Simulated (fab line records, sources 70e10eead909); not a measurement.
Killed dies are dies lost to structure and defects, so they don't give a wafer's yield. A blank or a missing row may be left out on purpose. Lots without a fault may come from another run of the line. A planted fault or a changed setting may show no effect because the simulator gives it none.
Chamber matching | flow nand_harc | NHARC_P_BONDPAD_DESCUM_11 on rie_diel-05: 4 sister chambers
The step chemistry O2, time 3 s. 16 wafers are shown with their chamber, then 8 later ones without.

WAFERS WITH THEIR CHAMBER
wafer  | chamber | showerhead_plenum_p_Torr (Torr) | drypump_motor_current_A (A) | throttle_valve_pct (%)
L248.1 | 3       | 1.78                            | 5.6                         | 11.311
L248.2 | 2       | 2.03                            | 6.2                         | 11.317
L248.5 | 0       | 1.92                            | 5.3                         | 11.328
L250.1 | 3       | 1.78                            | 5.7                         | 11.306
L250.2 | 2       | 2.02                            | 6.2                         | 11.305
L250.6 | 3       | 1.78                            | 5.6                         | 11.334
L256.1 | 3       | 1.78                            | 5.6                         | 11.307
L256.3 | 0       | 1.92                            | 5.3                         | 11.314
L256.5 | 0       | 1.92                            | 5.3                         | 11.318
L260.1 | 2       | 2.02                            | 6.3                         | 11.305
L260.2 | 0       | 1.92                            | 5.3                         | 11.326
L260.4 | 3       | 1.78                            | 5.6                         | 11.329
L265.1 | 1       | 1.84                            | 5.4                         | 11.315
L265.4 | 2       | 2.02                            | 6.3                         | 11.299
L265.5 | 0       | 1.92                            | 5.3                         | 11.323
L266.2 | 3       | 1.78                            | 5.6                         | 11.298

SIGNATURES (means of the wafers above)
reading                  | chamber 0 | chamber 1 | chamber 2 | chamber 3 | scatter within a chamber
showerhead_plenum_p_Torr | 1.9200    | 1.8400    | 2.0225    | 1.7800    | 0.0025
drypump_motor_current_A  | 5.300     | 5.400     | 6.250     | 5.617     | 0.0391
throttle_valve_pct       | 11.32180  | 11.31500  | 11.30650  | 11.31417  | 0.0104
Rule: a wafer's distance from a chamber is the root of the sum, over the readings, of the square of ((its reading less the chamber's mean) divided by the reading's scatter). The wafer belongs to the nearest chamber; if the next one is less than 2 further off, it can't be placed. The scatter: the root of (the sum of the squares of (reading less its chamber's mean) over the shown wafers, divided by (wafers less chambers)).

WAFERS WITHOUT THEIR CHAMBER
wafer  | showerhead_plenum_p_Torr (Torr) | drypump_motor_current_A (A) | throttle_valve_pct (%)
L266.4 | 1.92                            | 5.3                         | 11.320
L266.6 | 1.78                            | 5.6                         | 11.314
L268.1 | 1.84                            | 5.4                         | 11.315
L268.2 | 1.78                            | 5.6                         | 11.308
L268.3 | 1.92                            | 5.3                         | 11.319
L269.1 | 1.92                            | 5.3                         | 11.310
L269.3 | 2.02                            | 6.3                         | 11.317
L269.4 | 1.78                            | 5.7                         | 11.315

WHICH CHAMBER EACH WENT THROUGH
wafer  | from the rows above | in truth
L266.4 | 0                   | 0
L266.6 | 3                   | 3
L268.1 | 1                   | 1
L268.2 | 3                   | 3
L268.3 | 0                   | 0
L269.1 | 0                   | 0
L269.3 | 2                   | 2
L269.4 | 3                   | 3
Placed correctly: 8 of 8. Can't be placed from these rows: 0. Placed wrongly: 0.
